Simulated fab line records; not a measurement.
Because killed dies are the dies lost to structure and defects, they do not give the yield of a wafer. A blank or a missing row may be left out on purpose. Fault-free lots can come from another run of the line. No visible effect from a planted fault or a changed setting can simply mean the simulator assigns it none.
Which tool did it?    flow n5 finfet    Sampling: 15 lots, 41 wafers, 4 of 1938 route steps

== WHAT THE GAUGES SHOWED, per wafer ==
The record lacks any reading of a measuring or inspecting step that a usual standard deviation could be used to judge.

== WHICH TOOL RAN EACH LOT (tool, then ch and the chambers of the sampled wafers, then the start) ==
lot   N5_ZERO_LAYER_ETCH_17              N5_ZERO_LAYER_STRIP_24               N5_WELL_APT_PEB_23                N5_WELL_APT_EPI_41
L105  rie diel-03 ch 0,2,3, day 1 12:44  plasma asher-02 ch 0,1, day 1 12:55  litho track-01 ch 0, day 1 14:43  epi rpcvd-03 ch 0, day 1 16:06
L106  rie diel-03 ch 1,2, day 1 18:43    plasma asher-02 ch 0, day 1 18:54    litho track-01 ch 0, day 1 20:42  epi rpcvd-02 ch 0, day 1 21:55
L107  rie diel-04 ch 0,2,3, day 2 00:52  plasma asher-02 ch 0,1, day 2 01:04  litho track-01 ch 0, day 2 03:11  epi rpcvd-04 ch 0, day 2 04:35
L108  rie diel-03 ch 1,2, day 2 06:53    plasma asher-02 ch 0,1, day 2 07:04  litho track-04 ch 0, day 2 09:27  epi rpcvd-02 ch 0, day 2 11:37
L110  rie diel-04 ch 0,2,3, day 2 19:04  plasma asher-01 ch 0,1, day 2 19:14  litho track-02 ch 0, day 2 21:06  epi rpcvd-02 ch 0, day 2 22:20
L111  rie diel-04 ch 0,3, day 3 00:43    plasma asher-02 ch 1, day 3 00:53    litho track-04 ch 0, day 3 02:44  epi rpcvd-03 ch 0, day 3 04:38
L112  rie diel-04 ch 0,2,3, day 3 07:01  plasma asher-01 ch 1, day 3 07:11    litho track-04, day 3 08:53       epi rpcvd-02 ch 0, day 3 10:12
L113  rie diel-04 ch 1,3, day 3 12:50    plasma asher-01 ch 1, day 3 13:01    litho track-01, day 3 14:49       epi rpcvd-03 ch 0, day 3 16:02
L114  rie diel-04 ch 1,2, day 3 18:44    plasma asher-02 ch 0,1, day 3 18:55  litho track-02, day 3 20:50       epi rpcvd-04 ch 0, day 3 22:19
L120  rie diel-03 ch 3, day 5 06:44      plasma asher-02 ch 0,1, day 5 06:56  litho track-04 ch 0, day 5 09:04  epi rpcvd-04 ch 0, day 5 10:40
L122  rie diel-03 ch 0,3, day 5 18:50    plasma asher-01 ch 0,1, day 5 19:01  litho track-01 ch 0, day 5 21:32  epi rpcvd-02 ch 0, day 6 00:02
L123  rie diel-04 ch 0,2, day 6 00:43    plasma asher-02 ch 0,1, day 6 00:55  litho track-01 ch 0, day 6 02:41  epi rpcvd-02 ch 0, day 6 04:17
L124  rie diel-04 ch 0,2, day 6 06:50    plasma asher-01 ch 0,1, day 6 07:01  litho track-04 ch 0, day 6 08:50  epi rpcvd-04 ch 0, day 6 10:11
L126  rie diel-06 ch 0,1,3, day 6 18:43  plasma asher-02 ch 1, day 6 18:53    litho track-04 ch 0, day 6 20:35  epi rpcvd-04 ch 0, day 6 21:47
L127  rie diel-04 ch 1,2,3, day 7 00:57  plasma asher-01 ch 0,1, day 7 01:07  litho track-04 ch 0, day 7 03:40  epi rpcvd-03 ch 0, day 7 04:54
- N5_ZERO_LAYER_ETCH_17: etches SiO2 in CF4, target depth 12 nm, time 13.3 s.
- N5_ZERO_LAYER_STRIP_24: strips in O2.
- N5_WELL_APT_PEB_23: peb time 90 s.
- N5_WELL_APT_EPI_41: deposits Si from SiH4/H2, target thk 50 nm, time 297.7 s.

== WHAT THE TOOLS THEMSELVES READ (means of the sampled wafers that have a number; where no wafer has one, the mark that the record gives instead) ==
N5_ZERO_LAYER_ETCH_17. Usual: drypump motor current A 5.9 A, standard deviation 0.35; mfc ar sccm 100.0 sccm, standard deviation 0.31; oes product au 0.76 a.u., standard deviation 0.072; rf vpp V 947 V, standard deviation 5.2; showerhead plenum p Torr 2.12 Torr, standard deviation 0.081; throttle valve pct 15.63 %, standard deviation 0.22.
lot   tool         drypump motor current A (A)  mfc ar sccm (sccm)  oes product au (a.u.)  rf vpp V (V)  showerhead plenum p Torr (Torr)  throttle valve pct (%)  flag
L105  rie diel-03  6.0                          99.9                0.72                   947           2.13                             15.73                   
L106  rie diel-03  5.9                          99.9                0.77                   945           2.09                             15.75                   
L107  rie diel-04  5.7                          99.7                0.78                   946           2.10                             15.54                   
L108  rie diel-03  6.0                          100.2               0.76                   944           2.10                             15.71                   
L110  rie diel-04  5.7                          100.0               0.78                   946           2.09                             15.54                   
L111  rie diel-04  5.6                          99.9                0.81                   942           2.04                             15.35                   
L112  rie diel-04  5.7                          100.0               0.78                   944           2.09                             15.55                   
L113  rie diel-04  6.0                          99.8                0.77                   949           2.16                             15.40                   
L114  rie diel-04  6.1                          99.8                0.73                   954           2.23                             15.62                   
L120  rie diel-03  5.5                          100.0               0.70                   941           2.04                             15.53                   
L122  rie diel-03  5.6                          99.9                0.78                   945           2.09                             15.61                   
L123  rie diel-04  5.8                          100.0               0.74                   948           2.13                             15.71                   
L124  rie diel-04  5.9                          99.8                0.71                   949           2.15                             15.80                   
L126  rie diel-06  5.9                          100.0               0.81                   944           2.08                             15.73                   
L127  rie diel-04  6.0                          99.9                0.74                   948           2.14                             15.61                   

N5_ZERO_LAYER_STRIP_24. Usual: drypump motor current A 5.6 A, standard deviation 0.31; heater power w 354 W, standard deviation 11; oes product au 0.646 a.u., standard deviation 0.0041; strip time to endpoint s 43.82 s, standard deviation 0.1.
lot   tool             drypump motor current A (A)  heater power w (W)  oes product au (a.u.)  strip time to endpoint s (s)  flag
L105  plasma asher-02  6.0                          349                 0.642                  43.75                         
L106  plasma asher-02  5.7                          338                 0.649                  43.95                         
L107  plasma asher-02  6.0                          350                 0.644                  43.92                         
L108  plasma asher-02  5.9                          342                 0.647                  43.98                         
L110  plasma asher-01  5.3                          361                 0.646                  43.85                         
L111  plasma asher-02  6.1                          362                 0.643                  43.96                         
L112  plasma asher-01  5.4                          361                 0.646                  43.84                         
L113  plasma asher-01  5.5                          361                 0.649                  43.67                         
L114  plasma asher-02  5.8                          342                 0.645                  43.91                         
L120  plasma asher-02  5.9                          344                 0.647                  43.85                         
L122  plasma asher-01  5.4                          356                 0.646                  43.68                         
L123  plasma asher-02  5.9                          346                 0.642                  43.66                         
L124  plasma asher-01  5.4                          359                 0.646                  43.91                         
L126  plasma asher-02  6.1                          354                 0.647                  43.93                         
L127  plasma asher-01  5.3                          361                 0.650                  43.69                         

N5_WELL_APT_PEB_23. Usual: chill plate temp C 22.99 C, standard deviation 0.11; exhaust pa 45.0 Pa, standard deviation 0.88; heater power total W 172.5 W, standard deviation 0.85.
lot   tool            chill plate temp C (C)  exhaust pa (Pa)  heater power total W (W)  flag
L105  litho track-01  22.91                   46.0             173.5                     
L106  litho track-01  22.95                   45.5             172.9                     
L107  litho track-01  23.05                   44.0             171.9                     
L108  litho track-04  22.77                   46.1             172.7                     
L110  litho track-02  22.94                   45.0             172.6                     
L111  litho track-04  22.97                   46.3             172.2                     
L112  litho track-04  -                       -                -                         OFF
L113  litho track-01  -                       -                -                         OFF
L114  litho track-02  -                       -                -                         OFF
L120  litho track-04  23.04                   44.0             172.6                     
L122  litho track-01  23.03                   44.5             173.1                     
L123  litho track-01  23.21                   44.9             172.2                     
L124  litho track-04  23.02                   44.3             172.1                     
L126  litho track-04  23.01                   44.9             173.0                     
L127  litho track-04  22.88                   45.1             172.0                     

N5_WELL_APT_EPI_41. Usual: susceptor_temp_C_max 651.5, standard deviation 0.41; throttle valve pct 11.2 %, standard deviation 0.42.
lot   tool          susceptor_temp_C_max  throttle valve pct (%)  flag
L105  epi rpcvd-03  651.5                 11.6                    
L106  epi rpcvd-02  651.5                 10.6                    
L107  epi rpcvd-04  651.3                 11.4                    
L108  epi rpcvd-02  652.0                 10.9                    
L110  epi rpcvd-02  651.3                 10.7                    
L111  epi rpcvd-03  650.8                 11.4                    
L112  epi rpcvd-02  652.1                 10.7                    
L113  epi rpcvd-03  651.0                 11.6                    
L114  epi rpcvd-04  652.0                 11.5                    
L120  epi rpcvd-04  650.9                 11.4                    
L122  epi rpcvd-02  651.7                 10.7                    
L123  epi rpcvd-02  652.0                 10.8                    
L124  epi rpcvd-04  651.5                 11.5                    
L126  epi rpcvd-04  651.7                 11.4                    
L127  epi rpcvd-03  651.4                 11.5                    

== THE ANSWER, worked out from the rows above alone ==
Rule: a lot is off if the mean of its wafers that have a number lies more than 3 standard deviations from the usual mean. Also off: a lot with no number at a reading for which 4 or more lots have one. Where the step has rows for the other lots, those lots are counted as sound. Order of review: gauges by route order, followed by the tools' own readings, for which a lot's mean as printed above is used. The first step at which some lot is off is used, and at that step the reading that is off furthest; a lot without a number counts as furthest.
Off: L112, L113, L114, at N5_WELL_APT_PEB_23 (chill plate temp C). Without a number there: L112, L113, L114.
If a tool, at that step or one of the process steps before it, ran each lot that is off and ran no sound lot following the first of them, it fits. Not one of the candidates tried fits.

== WHAT THE SIMULATOR PUT IN ==
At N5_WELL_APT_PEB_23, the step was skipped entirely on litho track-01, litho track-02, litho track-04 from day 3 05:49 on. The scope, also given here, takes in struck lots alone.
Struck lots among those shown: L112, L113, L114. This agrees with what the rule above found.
